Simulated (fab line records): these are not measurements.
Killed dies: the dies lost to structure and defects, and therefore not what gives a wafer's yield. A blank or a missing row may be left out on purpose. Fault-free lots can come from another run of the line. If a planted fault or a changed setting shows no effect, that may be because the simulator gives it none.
What tool caused it? ; flow nandHarc ; 6 lots with 18 wafers sampled at 5 steps, on a route of 1159 steps

== WHAT THE GAUGES SHOWED, per wafer ==
NHARC_END_SORT_01.
lot;measured;on;killedAtArray
L757;day 22 13:22;prober-02;30 33 23

== TOOL THAT RAN EACH LOT (tool first, then ch and the chambers of the sampled wafers, then the start) ==
lot;NHARC_P_GATE_DESCUM_13;NHARC_P_GATE_HM_DEP_102;NHARC_P_GATE_ETCH_104;NHARC_P_GATE_IMPLANT_94
L749;rieDiel-06 ch 0,2,3, day 4 12:28;aclDep-03 ch 0, day 5 02:35;rieDiel-07 ch 0,1,3, day 5 04:05;implanter-02 ch 0, day 5 22:23
L750;rieDiel-07 ch 0,1, day 4 19:16;aclDep-02 ch 0, day 5 08:18;rieDiel-03 ch 1,2, day 5 09:57;implanter-01 ch 0, day 6 04:46
L753;rieDiel-07 ch 1,2, day 5 09:04;aclDep-03 ch 0, day 5 22:04;rieDiel-03 ch 1,2,3, day 5 23:38;implanter-02 ch 0, day 6 15:17
L757;rieDiel-06 ch 0,1,2, day 6 22:16;aclDep-02 ch 0, day 7 12:43;rieDiel-06 ch 1,2,3, day 7 14:07;implanter-02, day 8 05:46
L765;rieDiel-07 ch 0,1,2, day 8 08:54;aclDep-01 ch 0, day 8 22:53;rieDiel-07 ch 1,2,3, day 9 00:29;implanter-02 ch 0, day 9 17:01
L768;rieDiel-07 ch 0,2,3, day 9 09:38;aclDep-03 ch 0, day 9 23:25;rieDiel-07 ch 1,3, day 10 01:08;implanter-02 ch 0, day 10 18:56
- NHARC_P_GATE_DESCUM_13: chemistry O2, time 3 s.
- NHARC_P_GATE_HM_DEP_102: deposits aC, target thk 120 nm.
- NHARC_P_GATE_ETCH_104: etches the open film in CF4/CHF3, target depth 60 nm.
- NHARC_P_GATE_IMPLANT_94

== THE ANSWER, worked out from the rows above alone ==
Rule: the usual values come from the lots themselves. The widest of any qualifying gaps counts: lots, ordered by their means at a reading, are off when they make up no more than a third of the lots, leave a main group of 4 or more, and stand apart from it by 3 or more times the standard deviation of that group's means. The tables above print the reading to a certain number of digits; a main group whose means all agree to those digits is not used. Also off: a lot with no number at a reading for which 4 or more lots have one. Where the step has rows for the other lots, those lots are counted as sound.
None of the lots is off at any reading shown; this tells nothing.

== WHAT THE SIMULATOR HAD PUT IN ==
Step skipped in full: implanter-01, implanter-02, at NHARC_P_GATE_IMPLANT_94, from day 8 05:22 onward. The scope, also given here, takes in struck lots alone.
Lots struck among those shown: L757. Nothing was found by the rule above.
